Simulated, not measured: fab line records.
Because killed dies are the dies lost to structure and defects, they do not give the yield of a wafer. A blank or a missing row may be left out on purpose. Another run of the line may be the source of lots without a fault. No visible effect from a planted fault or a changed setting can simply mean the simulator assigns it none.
Chamber matching	flow n5-finfet	N5_FIN_SAQP_PECVD_06 on pecvd-02: 3 sister chambers
The step deposits a-Si from SiH4/He, target thk 60 nm, time 48.1 s. 24 wafers are shown with their chamber, then 12 later ones without.

WAFERS, EACH WITH ITS CHAMBER
wafer	chamber	showerhead-plenum-p-Torr (Torr)	heater-power-w (W)	throttle-valve-pct (%)
L074.1	0	5.64	942	18.5
L074.2	2	5.64	799	20.6
L074.3	1	5.75	699	17.9
L074.4	2	5.65	771	20.4
L074.5	1	5.76	695	18.0
L074.6	0	5.63	931	18.5
L075.1	1	5.75	656	17.8
L075.3	0	5.65	991	18.3
L075.5	1	5.74	669	17.7
L076.1	0	5.65	933	18.5
L076.4	1	5.75	742	17.9
L076.6	0	5.62	963	18.3
L077.2	0	5.64	989	18.5
L077.5	1	5.75	691	18.0
L077.6	0	5.63	998	18.4
L079.1	0	5.65	924	18.5
L079.2	1	5.74	654	18.0
L079.5	1	5.77	665	17.7
L081.2	0	5.63	849	18.6
L081.4	1	5.74	760	18.0
L081.5	0	5.64	852	18.6
L088.1	2	5.63	692	16.6
L088.2	0	5.64	1008	18.5
L088.4	2	5.63	690	16.4

SIGNATURES (means of the wafers above)
reading	chamber 0	chamber 1	chamber 2	scatter within a chamber
showerhead-plenum-p-Torr	5.6382	5.7500	5.6375	0.00985
heater-power-w	943.64	692.33	738.00	48.9
throttle-valve-pct	18.473	17.889	18.500	0.88
Rule: a wafer's distance from a chamber is the root of the sum, over the readings, of the square of ((its reading less the chamber's mean) divided by the reading's scatter). If the next closest chamber is less than 2 further off than the closest, the wafer can't be placed; otherwise it belongs to the closest. How the scatter is found: for the shown wafers, subtract from each reading the mean of its chamber, square and add these, divide the total by (wafers less chambers), then take the root.

WAFERS MISSING THEIR CHAMBER
wafer	showerhead-plenum-p-Torr (Torr)	heater-power-w (W)	throttle-valve-pct (%)
L090.2	5.64	988	18.5
L090.3	5.75	711	17.7
L090.4	5.75	701	17.8
L091.3	5.64	904	18.8
L091.4	5.64	735	16.4
L091.6	5.76	728	17.8
L093.4	5.65	742	16.5
L093.5	5.63	848	19.1
L093.6	5.75	743	18.1
L097.1	5.64	791	16.5
L097.3	5.74	739	17.8
L097.5	5.64	936	18.9

WHICH CHAMBER EACH WENT THROUGH
wafer	from the rows above	in truth
L090.2	0	0
L090.3	1	1
L090.4	1	1
L091.3	0	0
L091.4	2	2
L091.6	1	1
L093.4	2	2
L093.5	can't be placed: 0 or 2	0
L093.6	1	1
L097.1	can't be placed: 2 or 0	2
L097.3	1	1
L097.5	0	0
Placed correctly: 10 of 12. Unplaceable from these rows: 2, with the true chamber sitting among the candidates in 2. Wrongly placed: 0.
